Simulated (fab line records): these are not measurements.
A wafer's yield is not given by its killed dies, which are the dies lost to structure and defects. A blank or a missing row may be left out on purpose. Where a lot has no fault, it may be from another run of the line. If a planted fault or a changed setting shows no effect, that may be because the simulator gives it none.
Split-lot trial | flow n5 finfet | on a route of 1938 steps: 7 lots, 39 wafers read

SPLIT DETAILS
At N5_FIN_SAQP_ALD_61 (deposits SiO2, target thk 4 nm, pulse time 1 s, purge time 2 s), the setting temp c was moved away from the recipe's 300 C on 12 of the 39 wafers read, by -4.3% to +4.7%. For the rest of the wafers, this setting stayed at what the recipe calls for.

The reading is taken at the split's own step.

THE READING
SiO2_of_FIN_SAQP_ALD_61.thk nm (the simulator's own value, which no gauge read), in nm, at N5_FIN_SAQP_ALD_61 (deposits SiO2, target thk 4 nm, pulse time 1 s, purge time 2 s). There is no usual value for it anywhere in the file. Here, 27 wafers ran the recipe; their average is 3.997 nm with a standard deviation of 0.022 nm.

wafer  | tool, chamber at the split | temp c as run, C | against the recipe | SiO2_of_FIN_SAQP_ALD_61.thk nm, nm | against lot-mates on the recipe
L074.1 | ald sin-02, 0              | 300              | recipe             | 3.973                              | -
L074.2 | ald sin-02, 1              | 314              | +4.7%              | 3.929                              | -0.048
L074.3 | ald sin-02, 2              | 314              | +4.7%              | 3.92                               | -0.057
L074.4 | ald sin-02, 2,0            | 300              | recipe             | 3.979                              | -
L074.6 | ald sin-02, 2,0            | 300              | recipe             | 3.979                              | -
L074.5 | ald sin-02, 1              | 314              | +4.7%              | 3.925                              | -0.052
L075.3 | ald sin-03, 2              | 300              | recipe             | 3.976                              | -
L075.4 | ald sin-03, 3              | 300              | recipe             | 3.997                              | -
L075.5 | ald sin-03, 3              | 300              | recipe             | 3.975                              | -
L077.1 | ald sin-02, 1              | 300              | recipe             | 4.004                              | -
L077.2 | ald sin-02, 3              | 300              | recipe             | 3.963                              | -
L077.3 | ald sin-02, 2              | 304.2            | +1.4%              | 3.964                              | -0.018
L077.4 | ald sin-02, 0              | 300              | recipe             | 3.978                              | -
L077.5 | ald sin-02, 1              | 304.2            | +1.4%              | 3.978                              | -0.004
L077.6 | ald sin-02, 2              | 304.2            | +1.4%              | 3.962                              | -0.020
L083.1 | ald sin-04, 1              | 300              | recipe             | 4.014                              | -
L083.2 | ald sin-04, 2              | 300              | recipe             | 3.995                              | -
L083.3 | ald sin-04, 3              | 300              | recipe             | 4.027                              | -
L083.4 | ald sin-04, 0              | 300              | recipe             | 4.022                              | -
L083.5 | ald sin-04, 2              | 300              | recipe             | 4.007                              | -
L083.6 | ald sin-04, 3              | 300              | recipe             | 4.019                              | -
L084.1 | ald sin-04, 0              | 300              | recipe             | 4.039                              | -
L084.2 | ald sin-04, 2              | 300              | recipe             | 4.034                              | -
L084.3 | ald sin-04, 1              | 300              | recipe             | 4.04                               | -
L084.4 | ald sin-04, 3              | 287.1            | -4.3%              | 4.206                              | +0.168
L084.5 | ald sin-04, 3              | 287.1            | -4.3%              | 4.222                              | +0.184
L084.6 | ald sin-04, 0              | 287.1            | -4.3%              | 4.215                              | +0.177
L087.1 | ald sin-02, 3              | 300              | recipe             | 3.986                              | -
L087.2 | ald sin-02, 1              | 300              | recipe             | 3.979                              | -
L087.3 | ald sin-02, 2              | 300              | recipe             | 3.976                              | -
L087.4 | ald sin-02, 0              | 300              | recipe             | 3.989                              | -
L087.5 | ald sin-02, 2              | 300              | recipe             | 3.978                              | -
L087.6 | ald sin-02, 1              | 300              | recipe             | 3.982                              | -
L096.1 | ald sin-02, 2              | 300              | recipe             | 3.978                              | -
L096.2 | ald sin-02, 3              | 287.1            | -4.3%              | 4.164                              | +0.165
L096.3 | ald sin-02, 0              | 300              | recipe             | 4.006                              | -
L096.4 | ald sin-02, 1              | 287.1            | -4.3%              | 4.184                              | +0.185
L096.5 | ald sin-02, 0              | 287.1            | -4.3%              | 4.195                              | +0.196
L096.6 | ald sin-02, 1              | 300              | recipe             | 4.014                              | -
When a row names more than one chamber, that row covers several wafers, and the file does not tell which wafer ran in which chamber.

FIT RESULTS
A straight line over all 39 wafers: SiO2_of_FIN_SAQP_ALD_61.thk nm changes by -0.034 nm for each +1% of temp c; r = -0.90; the points scatter about the line by 0.036 nm.
The same after taking each lot's own level away (the mean of its wafers on the recipe; 39 wafers): -0.029 nm for each +1%; r = -0.91; scatter 0.03 nm.
The reading moves by 0.14 nm for the largest change in temp c, on that fit.
The span of the lots' own levels, 3.9770 to 4.0377 nm, comes to 2.7 times the standard deviation stated above.
So the lot-to-lot level changes the slope: the two fits differ.
Check: with one of the wafers moved furthest among these (+4.7%) left out of the fit, the line predicts -0.132 nm for it against its lot-mates. Against them it came out at -0.048 nm.

FILE'S OWN FIT
SiO2_of_FIN_SAQP_ALD_61.thk nm changes by -0.0298 nm for each +1% of temp c, r = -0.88.
